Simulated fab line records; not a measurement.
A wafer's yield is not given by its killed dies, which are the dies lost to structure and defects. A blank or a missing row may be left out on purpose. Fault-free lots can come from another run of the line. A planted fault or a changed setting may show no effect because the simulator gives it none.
Struck lot and sound lot, side by side	flow n5Finfet	15 out of 1938 route steps
Sound: these wafers, L930.2, L930.4, L930.6. Struck: wafer L940.6 (left out: L940.1, L940.3 of the same lot, which were not struck); the cause appears at the end.
Per side, at each step with rows, come the tool, then ch with its chambers, and then its first start. Under that, the readings that differ: sound wafers	struck wafers	difference of the means	sigmas: that difference in standard deviations of wafers without a fault.
alike: readings with means less than 2 such deviations apart, plus words and numbers identical on both sides. not compared: withheld readings, readings lacking a value on some wafer, bounds such as >300 that could conceal the same value, and numbers that have no deviation in the record and whose values overlap.
The two part at a step that has a row with sigmas, a row that says differs or no value, or rows on one side only. When numbers do not overlap yet have no deviation, they are printed without sigmas and do not part them. Lack of a reading on every wafer of one side parts them only where that side has two or more wafers.

first, 1 step without rows for these wafers: N5_GATE_CUT_ETCH_19 (etches SiNx in CH3F/O2, target depth 53.7 nm, time 76.7 s).
N5_GATE_CUT_CUT_ETCH_53: etches W in SF6/Cl2, target depth 79.2 nm.
  sound on rieMetal-02 ch 0, day 4 12:41; struck on rieMetal-01 ch 0, day 7 00:00
reading	sound	struck	difference	sigmas
throttleValvePct (%)	29.07 29.07 29.08	28.46	-0.61	-2
  alike: drypumpMotorCurrentA, etchRfOnTimeS, oesProductAu
  not compared: rfHoursCounterH
N5_GATE_CUT_CUT_ETCH_54: etches TiN in Cl2/BCl3, target depth 96.7 nm.
  sound on rieMetal-02 ch 0, day 4 12:44; struck on rieMetal-01 ch 0, day 7 00:04
reading	sound	struck	difference	sigmas
bcl3FlowSccm (sccm)	21.83 21.75 21.80	21.66	-0.13	-2
throttleValvePct (%)	22.44 22.44 22.44	21.95	-0.49	-2
  alike: drypumpMotorCurrentA, etchRfOnTimeS, oesProductAu
  not compared: rfHoursCounterH
then, 1 step without rows for these wafers: N5_GATE_CUT_CUT_ETCH_55 (etches HfO2 in BCl3, target depth 3.2 nm).
N5_GATE_CUT_ETCH_47: etches SiO2 in Cl2/BCl3, target depth 10 nm.
  sound on rieMetal-02 ch 0, day 4 12:50; struck on rieMetal-01 ch 0, day 7 00:09
reading	sound	struck	difference	sigmas
throttleValvePct (%)	23.00 22.99 23.00	22.50	-0.50	-2
  alike: bcl3FlowSccm, drypumpMotorCurrentA, oesProductAu
  not compared: rfHoursCounterH
then, 1 step without rows for these wafers: N5_GATE_CUT_VAPOR_ETCH_48 (etches TiN in BCl3/Cl2).
N5_GATE_CUT_VAPOR_ETCH_49: etches TiAlC in BCl3/Cl2.
  sound on rieMetal-02 ch 0, day 4 12:53; struck on rieMetal-01 ch 0, day 7 00:13
  alike: drypumpMotorCurrentA, oesProductAu
then, 4 steps without rows for these wafers: N5_GATE_CUT_VAPOR_ETCH_51 (etches HfO2 in BCl3/Cl2); N5_GATE_CUT_STRIP_21 (strips in N2/H2, time 30 s); N5_GATE_CUT_STRIP_29 (strips in post etch residue remover, time 60 s); N5_GATE_CUT_SRD_52 (time 30 s).
N5_GATE_CUT_ALD_22: deposits SiNx, target thk 16 nm, pulse time 1 s, ald cycles 320.
  sound on aldSin-03 ch 0,1,3, day 4 13:07; struck on aldSin-03 ch 3, day 7 00:35
  alike: heaterPowerW, precursorPulseHeightRel, susceptorTempC
N5_GATE_CUT_CMP_23: polishes, stops on SiO2, t overpolish 23.4 s, target thk 16 nm.
  sound on cmp-01 ch 0,1,3, day 4 14:41; struck on cmp-03 ch 0, day 7 02:04
reading	sound	struck	difference	sigmas
headPressurePsi (psi)	2.495 2.499 2.503	2.204	-0.295	-52
  alike: motorCurrentA, overpolishRunS, retainingRingPressureFrac, slurryFilterDpKPa, timeToEndpointS
N5_GATE_CUT_THK_MEAS_24:
  struck on filmMetro-02, day 7 02:22; sound on filmMetro-01, day 4 14:55
  alike: GC_FILL_THK
-- the record jumps here: 6 days lie between the struck wafers' starts before and after (it left off in module GATE_CUT and takes up again in module BEOL_M4, whose first step shown is number 1111 of the route) --
N5_BEOL_M4_RC_MEAS_101:
  sound on prober-01 ch 0, day 8 17:20; struck on prober-01 ch 0, day 12 19:11
  alike: DIBL_N, DIBL_P, IOFF_N, IOFF_P, ION_N, ION_P, SS_N, SS_P, VT_N, VT_P

## WHERE THEY PART
First at N5_GATE_CUT_CUT_ETCH_53; last, within this record, at N5_GATE_CUT_CMP_23. Later steps at which nothing parts them and some readings are alike: N5_GATE_CUT_THK_MEAS_24, N5_BEOL_M4_RC_MEAS_101.

WHY: whatever the simulator had introduced
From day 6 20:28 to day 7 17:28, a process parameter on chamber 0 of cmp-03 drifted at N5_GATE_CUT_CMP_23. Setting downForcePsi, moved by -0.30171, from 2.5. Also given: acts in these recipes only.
